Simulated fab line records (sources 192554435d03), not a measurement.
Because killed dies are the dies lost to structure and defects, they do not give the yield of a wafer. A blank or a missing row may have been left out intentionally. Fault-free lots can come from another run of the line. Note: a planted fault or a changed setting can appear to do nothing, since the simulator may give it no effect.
Check of tool commonality    flow n5Finfet    10 lots and 30 wafers in the sample

## REASON FOR OPENING
Of 10 lots, 2 have the reading M2_ILD_THK flagged at N5_BEOL_M2_THK_MEAS_01. No-fault wafers: 79.3 nm, standard deviation 0.93.
Rule: flag the lot when none of its wafers has a number, or when each of its wafers that has one lies beyond 4 standard deviations from that mean. The other lots count as sound.

lot   measured      on            M2_ILD_THK (nm), wafer by wafer  flag
L939  day 7 17:12   filmMetro-01  79.5 79.1 78.7                   
L940  day 7 20:36   filmMetro-02  161.7 160.5 160.3                FLAGGED
L941  day 7 21:37   filmMetro-02  78.2 79.5 79.9                   
L945  day 8 22:38   filmMetro-01  156.4 160.9 160.7                FLAGGED
L947  day 9 09:05   filmMetro-02  80.7 79.4 80.0                   
L949  day 9 19:22   filmMetro-01  78.3 79.7 79.5                   
L950  day 10 00:55  filmMetro-02  77.6 78.9 78.9                   
L953  day 10 22:07  filmMetro-02  79.6 81.2 80.6                   
L957  day 12 01:50  filmMetro-02  78.4 79.5 79.4                   
L959  day 12 12:28  filmMetro-02  77.8 77.8 79.3                   
On average the flagged lots' numbers are 160.1 nm, which is +80.8 nm against the usual, or +87 standard deviations.

## LOT BY LOT: THE TOOL USED
4 process steps preceding the reading are held in the record, out of 1938 steps in the route. In each cell: the tool, then ch and the chambers that the sampled wafers went through, then the start.
lot   flag     N5_BEOL_M1_SPUTTER_86        N5_BEOL_M1_ANNEAL_95         N5_BEOL_M1_SPUTTER_96        N5_BEOL_M2_ILD_DEP_00
L939           pvdSputter-02, day 7 12:17   pvdSputter-02, day 7 13:16   pvdSputter-02, day 7 13:23   pecvd-01 ch 0,1,2, day 7 17:09
L940  FLAGGED  pvdSputter-02, day 7 16:59   pvdSputter-02, day 7 17:58   pvdSputter-02, day 7 18:05   pecvd-04 ch 0,1,2, day 7 20:19
L941           pvdSputter-02, day 7 19:04   pvdSputter-02, day 7 20:01   pvdSputter-02, day 7 20:10   pecvd-04 ch 1,2, day 7 21:32
L945  FLAGGED  pvdSputter-03, day 8 20:06   pvdSputter-03, day 8 21:04   pvdSputter-03, day 8 21:12   pecvd-01 ch 0,1, day 8 22:20
L947           pvdSputter-02, day 9 06:49   pvdSputter-02, day 9 07:46   pvdSputter-02, day 9 07:55   pecvd-04 ch 0,1,2, day 9 09:01
L949           pvdSputter-02, day 9 17:02   pvdSputter-02, day 9 17:59   pvdSputter-02, day 9 18:08   pecvd-02 ch 0, day 9 19:17
L950           pvdSputter-03, day 9 22:35   pvdSputter-03, day 9 23:33   pvdSputter-03, day 9 23:41   pecvd-02 ch 0, day 10 00:50
L953           pvdSputter-03, day 10 19:45  pvdSputter-03, day 10 20:43  pvdSputter-03, day 10 20:51  pecvd-04 ch 0,2, day 10 22:03
L957           pvdSputter-03, day 11 23:34  pvdSputter-03, day 12 00:31  pvdSputter-03, day 12 00:40  pecvd-01 ch 0,2, day 12 01:46
L959           pvdSputter-03, day 12 10:11  pvdSputter-03, day 12 11:09  pvdSputter-03, day 12 11:17  pecvd-02 ch 0,1,2, day 12 12:24
These steps, and what they do:
- N5_BEOL_M1_SPUTTER_86: material Cu, target thk 4.5 nm, time 8.29 s.
- N5_BEOL_M1_ANNEAL_95: time 240 s.
- N5_BEOL_M1_SPUTTER_96: material Cu, target thk 4.5 nm, time 8.29 s.
- N5_BEOL_M2_ILD_DEP_00: deposits SiOC from DEMS/O2, target thk 79 nm, time 15.3 s.
- N5_BEOL_M2_THK_MEAS_01

## FLAGGED AGAINST TOTAL, ONE TOOL AT A TIME (gauges that did the reading follow at the end)
step                    tool           lots run  flagged  share of the flagged lots  sound lots run after its first flagged lot
N5_BEOL_M1_SPUTTER_86   pvdSputter-02  5         1        some                       3 (L941,L947,L949)
N5_BEOL_M1_SPUTTER_86   pvdSputter-03  5         1        some                       4 (L950,L953,L957,L959)
N5_BEOL_M1_ANNEAL_95    pvdSputter-02  5         1        some                       3 (L941,L947,L949)
N5_BEOL_M1_ANNEAL_95    pvdSputter-03  5         1        some                       4 (L950,L953,L957,L959)
N5_BEOL_M1_SPUTTER_96   pvdSputter-02  5         1        some                       3 (L941,L947,L949)
N5_BEOL_M1_SPUTTER_96   pvdSputter-03  5         1        some                       4 (L950,L953,L957,L959)
N5_BEOL_M2_ILD_DEP_00   pecvd-01       3         1        some                       1 (L957)
N5_BEOL_M2_ILD_DEP_00   pecvd-02       3         0        none                       -
N5_BEOL_M2_ILD_DEP_00   pecvd-04       4         1        some                       3 (L941,L947,L953)
N5_BEOL_M2_THK_MEAS_01  filmMetro-01   3         1        some                       1 (L949)
N5_BEOL_M2_THK_MEAS_01  filmMetro-02   7         1        some                       6 (L941,L947,L950,L953,L957,L959)

## THE TABLE: WHAT IT ALLOWS
No row of the table ran every flagged lot.

## WHAT THE SIMULATOR HAD INSERTED
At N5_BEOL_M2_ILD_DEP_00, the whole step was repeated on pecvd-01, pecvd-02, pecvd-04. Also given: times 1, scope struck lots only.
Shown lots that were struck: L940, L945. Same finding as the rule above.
